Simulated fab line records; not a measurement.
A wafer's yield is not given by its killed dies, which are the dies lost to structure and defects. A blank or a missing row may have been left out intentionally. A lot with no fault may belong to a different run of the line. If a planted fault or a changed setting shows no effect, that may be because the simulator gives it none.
Which of the tools did it? | flow nand harc | 12 lots, 36 wafers sampled, at 6 steps of a route of 1159

WHAT EACH GAUGE READ, for each wafer
NHARC_P_ZERO_WELL_CD_MEAS_24: the cd target is 720 nm.
lot  | measured    | on        | cd nm (nm)
L293 | day 1 14:51 | cd sem-01 | 717.9 717.8 718.1
L294 | day 1 20:35 | cd sem-01 | 717.1 718.6 717.9
L295 | day 2 02:35 | cd sem-01 | 717.0 719.7 718.9
L296 | day 2 08:35 | cd sem-01 | 716.6 718.2 717.8
L297 | day 2 14:35 | cd sem-02 | 721.4 719.9 722.5
L298 | day 2 20:29 | cd sem-01 | - - -
L308 | day 5 08:28 | cd sem-02 | 717.8 716.5 719.9
L309 | day 5 14:28 | cd sem-01 | 721.6 722.5 720.4
L310 | day 5 20:36 | cd sem-02 | 721.2 722.0 719.7
L311 | day 6 02:28 | cd sem-01 | 717.6 717.7 720.4
L313 | day 6 14:30 | cd sem-03 | 719.1 718.5 718.7
L316 | day 7 08:29 | cd sem-03 | 720.5 719.6 718.3

NHARC_P_STI_OVL_MEAS_10.
lot  | measured    | on         | overlay x nm (nm) | overlay y nm (nm)
L293 | day 2 13:16 | overlay-02 | -2 -2 -2          | -10 -9 -9
L294 | day 2 13:26 | overlay-02 | -9 -10 -10        | -9 -8 -9
L295 | day 3 03:32 | overlay-01 | -7 -6 -6          | 9 8 8
L296 | day 3 03:34 | overlay-02 | 4 3 4             | -4 -4 -3
L297 | day 3 11:00 | overlay-01 | 4 4 4             | 7 6 6
L308 | day 6 05:31 | overlay-01 | -8 -8 -8          | 10 10 10
L309 | day 6 10:59 | overlay-02 | -2 -2 -2          | -8 -8 -8
L310 | day 6 17:04 | overlay-02 | -10 -10 -10       | -3 -3 -2
L311 | day 6 22:46 | overlay-02 | 5 5 5             | 5 5 5
L313 | day 7 12:51 | overlay-02 | -7 -7 -7          | 0 1 0
L316 | day 8 04:50 | overlay-02 | 4 4 5             | -1 -1 -1

NHARC_END_SORT_01.
lot  | measured     | on        | killed at array | killed at other | killed at periphery | killed dies | killed open | killed short
L298 | day 23 00:50 | prober-02 | 22 10 12        | 0 0 1           | 655 667 664         | 677 677 677 | 3 1 1       | 0 1 0
L308 | day 24 15:47 | prober-01 | 26 30 24        | 0 0 0           | 3 2 4               | 29 32 28    | 1 3 2       | 3 1 5
L309 | day 24 23:51 | prober-02 | 20 40 40        | 0 0 0           | 7 7 4               | 27 47 44    | 2 4 2       | 2 5 1
L310 | day 25 07:33 | prober-02 | 31 26 32        | 3 2 4           | 4 4 5               | 38 32 41    | 3 1 4       | 1 0 3
L311 | day 25 15:17 | prober-01 | 7 13 11         | 0 0 0           | 3 0 2               | 10 13 13    | 2 3 2       | 1 0 1

WHICH TOOL RAN EACH LOT (tool, then ch and the chambers of the sampled wafers, then the start)
lot  | NHARC_P_ZERO_WELL_ETCH_63       | NHARC_P_ZERO_WELL_EXPOSE_21      | NHARC_P_ZERO_WELL_DESCUM_39
L293 | rie si-03 ch 2,3, day 1 13:56   | krf scanner-01 ch 0, day 1 14:42 | rie diel-07 ch 0,2,3, day 1 16:41
L294 | rie si-03 ch 1,2, day 1 19:41   | krf scanner-03 ch 0, day 1 20:26 | rie diel-07 ch 0,1,2, day 1 22:23
L295 | rie si-04 ch 2,3, day 2 01:40   | krf scanner-04 ch 0, day 2 02:26 | rie diel-02 ch 1,3, day 2 04:25
L296 | rie si-03 ch 2,3, day 2 07:39   | krf scanner-03 ch 0, day 2 08:25 | rie diel-02 ch 0,2,3, day 2 10:25
L297 | rie si-03 ch 0,2,3, day 2 13:41 | krf scanner-01 ch 0, day 2 14:26 | rie diel-02 ch 0,2,3, day 2 16:25
L298 | rie si-03 ch 0,3, day 2 19:40   | krf scanner-01 ch 0, day 2 20:20 | rie diel-07 ch 0,1, day 2 22:11
L308 | rie si-06 ch 1,2, day 5 07:32   | krf scanner-03 ch 0, day 5 08:18 | rie diel-02 ch 0,3, day 5 10:17
L309 | rie si-04 ch 1,2,3, day 5 13:31 | krf scanner-01 ch 0, day 5 14:18 | rie diel-09 ch 0,1,2, day 5 16:15
L310 | rie si-03 ch 0,1,2, day 5 19:40 | krf scanner-03 ch 0, day 5 20:26 | rie diel-07 ch 0,1,3, day 5 22:24
L311 | rie si-06 ch 0,1, day 6 01:32   | krf scanner-04 ch 0, day 6 02:18 | rie diel-02 ch 2,3, day 6 04:17
L313 | rie si-03 ch 2,3, day 6 13:41   | krf scanner-03 ch 0, day 6 14:21 | rie diel-07 ch 0,2, day 6 16:13
L316 | rie si-04 ch 1,3, day 7 07:41   | krf scanner-04 ch 0, day 7 08:20 | rie diel-07 ch 0,1,3, day 7 10:18
- NHARC_P_ZERO_WELL_ETCH_63: etches the open film in HBr/Cl2, target depth 120 nm, time 40.1 s.
- NHARC_P_ZERO_WELL_EXPOSE_21: exposes mask P NWELL, target cd 720 nm.
- NHARC_P_ZERO_WELL_DESCUM_39: chemistry O2, time 3 s.

WHAT THE TOOLS THEMSELVES READ (means of the sampled wafers that have a number; where no wafer has one, the mark that the record gives instead)
NHARC_P_ZERO_WELL_ETCH_63.
lot  | tool      | chamber pressure mTorr (mTorr) | drypump motor current A (A) | oes product au (a.u.) | throttle valve pct (%)
L293 | rie si-03 | 14.999                         | 6.3                         | 1.008                 | 26.399
L294 | rie si-03 | 14.993                         | 5.6                         | 1.001                 | 26.407
L295 | rie si-04 | 14.995                         | 5.8                         | 1.004                 | 26.392
L296 | rie si-03 | 14.983                         | 6.1                         | 0.998                 | 26.404
L297 | rie si-03 | 15.005                         | 6.3                         | 0.995                 | 26.409
L298 | rie si-03 | 15.003                         | 6.5                         | 0.989                 | 26.410
L308 | rie si-06 | 14.996                         | 5.8                         | 0.982                 | 26.406
L309 | rie si-04 | 14.993                         | 6.1                         | 1.013                 | 26.403
L310 | rie si-03 | 14.991                         | 5.9                         | 1.009                 | 26.401
L311 | rie si-06 | 14.986                         | 5.8                         | 0.999                 | 26.410
L313 | rie si-03 | 15.008                         | 6.4                         | 1.005                 | 26.414
L316 | rie si-04 | 15.003                         | 6.5                         | 1.009                 | 26.396

NHARC_P_ZERO_WELL_DESCUM_39.
lot  | tool        | chamber pressure mTorr (mTorr) | drypump motor current A (A) | o2 flow sccm (sccm) | oes product au (a.u.) | rf vpp V (V) | showerhead plenum p Torr (Torr) | throttle valve pct (%)
L293 | rie diel-07 | 59.95                          | 5.9                         | 199.6               | 1.004                 | 58.6         | 1.90                            | 11.315
L294 | rie diel-07 | 60.05                          | 5.7                         | 200.2               | 0.997                 | 58.0         | 1.93                            | 11.310
L295 | rie diel-02 | 59.99                          | 5.7                         | 199.9               | 0.994                 | 57.1         | 1.85                            | 11.305
L296 | rie diel-02 | 60.03                          | 5.6                         | 200.4               | 0.994                 | 58.0         | 1.98                            | 11.316
L297 | rie diel-02 | 60.04                          | 5.6                         | 199.6               | 0.991                 | 57.7         | 1.98                            | 11.302
L298 | rie diel-07 | 60.05                          | 5.3                         | 199.7               | 1.007                 | 57.2         | 1.91                            | 11.305
L308 | rie diel-02 | 59.97                          | 5.7                         | 200.6               | 0.994                 | 58.6         | 1.97                            | 11.308
L309 | rie diel-09 | 60.05                          | 5.9                         | 199.7               | 1.006                 | 58.0         | 1.96                            | 11.302
L310 | rie diel-07 | 60.02                          | 5.6                         | 200.3               | 0.993                 | 58.0         | 1.88                            | 11.312
L311 | rie diel-02 | 60.09                          | 5.5                         | 200.4               | 0.991                 | 58.3         | 1.93                            | 11.315
L313 | rie diel-07 | 60.06                          | 6.0                         | 199.8               | 0.996                 | 58.1         | 1.95                            | 11.306
L316 | rie diel-07 | 59.99                          | 5.6                         | 200.6               | 1.000                 | 58.0         | 1.88                            | 11.307

THE ANSWER, worked out from the rows above alone
Rule: what is usual is taken from the lots themselves. The widest of any qualifying gaps counts: lots, ordered by their means at a reading, are off when they make up no more than a third of the lots, leave a main group of 4 or more, and stand apart from it by 3 or more times the standard deviation of that group's means. A main group whose means are all the same, to the digits that the tables above print for the reading, isn't used. Also off: a lot with no number at a reading for which 4 or more lots have one. Where the step has rows for the other lots, those lots are counted as sound. The gauges are gone through in route order, then the tools' own readings, and for those a lot's mean is taken as printed above. The first step at which some lot is off is used, and at that step the reading that is off furthest; a lot without a number counts as furthest.
Off: L298, at NHARC_P_ZERO_WELL_CD_MEAS_24 (cd nm). Without a number there: L298. The main group has a mean of 719.1 nm with a standard deviation of 1.4.
A tool fits if, at a process step before that reading, it ran every lot that is off, and no sound lot after the first of them. The gauges at NHARC_P_ZERO_WELL_CD_MEAS_24 aren't tried: what is off there is off at NHARC_END_SORT_01 too, on other tools, and a gauge's error can't cause that. No candidate that was tried fits.

WHAT THE SIMULATOR HAD PUT IN
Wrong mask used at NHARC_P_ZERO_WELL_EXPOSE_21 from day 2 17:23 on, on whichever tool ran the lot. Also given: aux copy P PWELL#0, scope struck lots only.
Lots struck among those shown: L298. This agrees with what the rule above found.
